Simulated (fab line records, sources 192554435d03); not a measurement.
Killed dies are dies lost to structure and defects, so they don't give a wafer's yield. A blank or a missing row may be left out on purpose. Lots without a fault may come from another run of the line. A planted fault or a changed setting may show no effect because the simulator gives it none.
Split-lot experiment | flow n5_finfet | 7 lots, 21 wafers read, on a route of 1938 steps

THE SPLIT
At N5_BEOL_M11_PECVD_70 (deposits SiO2 from TEOS/O2, target thk 20 nm, time 22.7 s), the setting temp_c was moved away from the recipe's 400 C on 3 of the 21 wafers read, by -2.7% to +4.3%. The other wafers ran this setting at the recipe's value.

FROM THE SPLIT TO THE READING: what the file shows between them, 12 steps
- N5_BEOL_M11_EXPOSE_08: exposes mask M11 (also split here: dose_mj)
- N5_BEOL_M11_PEB_09: peb time 60 s
- N5_BEOL_M11_DEVELOP_10: develop time 30 s
- N5_BEOL_M11_CD_MEAS_11: target cd 64.1 nm
- N5_BEOL_M11_DESCUM_16: chemistry O2, time 7.9 s
- N5_BEOL_M11_ETCH_61: etches SiARC in CF4, target depth 39 nm, time 65 s
- N5_BEOL_M11_ETCH_62: etches SOC in N2/H2, target depth 110 nm, overetch 22 nm, time 165 s
- N5_BEOL_M11_STRIP_68: strips in N2/H2
- N5_BEOL_M11_STRIP_67: strips in CF4
- N5_BEOL_M11_HM_OPEN_17: chemistry Cl2/BCl3, target TiN, target depth 20 nm, overetch 6 nm
- N5_BEOL_M11_STRIP_19: strips in O2
- N5_BEOL_M11_STRIP_77: strips in N2/H2, time 10 s

THE READING
SiO2_of_BEOL_M11_PECVD_70.thk_nm (the simulator's own value, which no gauge read), in nm, at N5_BEOL_M11_HM_STRIP_39 (strips TiN in peroxide tin strip, target depth 25 nm, time 158 s). The file gives no usual value for it. The 18 wafers here that ran the recipe average 19.8 nm, standard deviation 0.33 nm.

wafer  | tool, chamber at the split | temp_c as run, C | against the recipe | SiO2_of_BEOL_M11_PECVD_70.thk_nm, nm | against lot-mates on the recipe
L076.2 | pecvd-02, 0                | 400              | recipe             | 19.6                                 | -
L076.4 | pecvd-02, 2                | 400              | recipe             | 20                                   | -
L076.6 | pecvd-02, 1                | 400              | recipe             | 20.6                                 | -
L083.1 | pecvd-02, 0                | 400              | recipe             | 19.4                                 | -
L083.4 | pecvd-02, 2                | 417.1            | +4.3%              | 17.6                                 | -2.3
L083.5 | pecvd-02, 1                | 400              | recipe             | 20.4                                 | -
L086.2 | pecvd-03, 1                | 400              | recipe             | 19.6                                 | -
L086.3 | pecvd-03, 2                | 389.6            | -2.6%              | 20.6                                 | +0.9
L086.6 | pecvd-03, 0                | 400              | recipe             | 19.8                                 | -
L085.1 | pecvd-03, 0                | 400              | recipe             | 19.6                                 | -
L085.5 | pecvd-03, 0                | 400              | recipe             | 19.8                                 | -
L085.6 | pecvd-03, 1                | 400              | recipe             | 20                                   | -
L089.2 | pecvd-02, 0                | 400              | recipe             | 19.4                                 | -
L089.4 | pecvd-02, 1                | 400              | recipe             | 20                                   | -
L089.6 | pecvd-02, 2                | 400              | recipe             | 19.8                                 | -
L088.2 | pecvd-04, 0,1              | 400              | recipe             | 19.8                                 | -
L088.3 | pecvd-04, 2                | 400              | recipe             | 19.2                                 | -
L088.4 | pecvd-04, 0,1              | 400              | recipe             | 19.6                                 | -
L096.1 | pecvd-04, 0                | 389.3            | -2.7%              | 21                                   | +1.2
L096.2 | pecvd-04, 2                | 400              | recipe             | 19.8                                 | -
L096.6 | pecvd-04, 2                | 400              | recipe             | 19.8                                 | -
Where a row lists several chambers, the file gives one row for several wafers and doesn't say which wafer went through which chamber.

THE FIT
A straight line over all 21 wafers: SiO2_of_BEOL_M11_PECVD_70.thk_nm changes by -0.458 nm for each +1% of temp_c; r = -0.87; the points scatter about the line by 0.34 nm.
The same after taking each lot's own level away (the mean of its wafers on the recipe; 21 wafers): -0.479 nm for each +1%; r = -0.90; scatter 0.29 nm.
On that fit, the largest move of temp_c shifts the reading by 2 nm.
The lots' own levels span 19.53 to 20.07 nm, that is 1.6 times the standard deviation above.
So the lot-to-lot level changes the slope little: the two slopes agree.
Check: with one of the wafers moved furthest among these (+4.3%) left out of the fit, the line predicts -1.71 nm for it against its lot-mates. It came out at -2.3 nm against them.

OTHER SPLITS ON THESE WAFERS
These wafers also went through other splits before the reading. Each is held against what the fit with the lots' levels taken away leaves over:
other split on the same wafers | wafers away from the commonest value | r with SiO2_of_BEOL_M11_PECVD_70.thk_nm (lot level and that fit taken away)
N5_BEOL_M9_ETCH_62 time_s      | 10                                   | -0.15
N5_BEOL_M11_EXPOSE_08 dose_mj  | 8                                    | +0.55

THE WHOLE CHAIN: every reading that the file lists as answering this split, in the file's order
step                    | what it does                                                     | reading                                                                           | change (the file's fit)               | r (the file's)
N5_BEOL_M11_PECVD_70    | deposits SiO2 from TEOS/O2, target thk 20 nm, time 22.7 s        | SiO2_of_BEOL_M11_PECVD_70.thk_nm (the simulator's own value, which no gauge read) | -0.486 nm for each +1% of the setting | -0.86
N5_BEOL_M11_HM_STRIP_39 | strips TiN in peroxide tin strip, target depth 25 nm, time 158 s | SiO2_of_BEOL_M11_PECVD_70.thk_nm (the simulator's own value, which no gauge read) | -0.478 nm for each +1% of the setting | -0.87

THE FILE'S OWN FIT
SiO2_of_BEOL_M11_PECVD_70.thk_nm changes by -0.478 nm for each +1% of temp_c, r = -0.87.
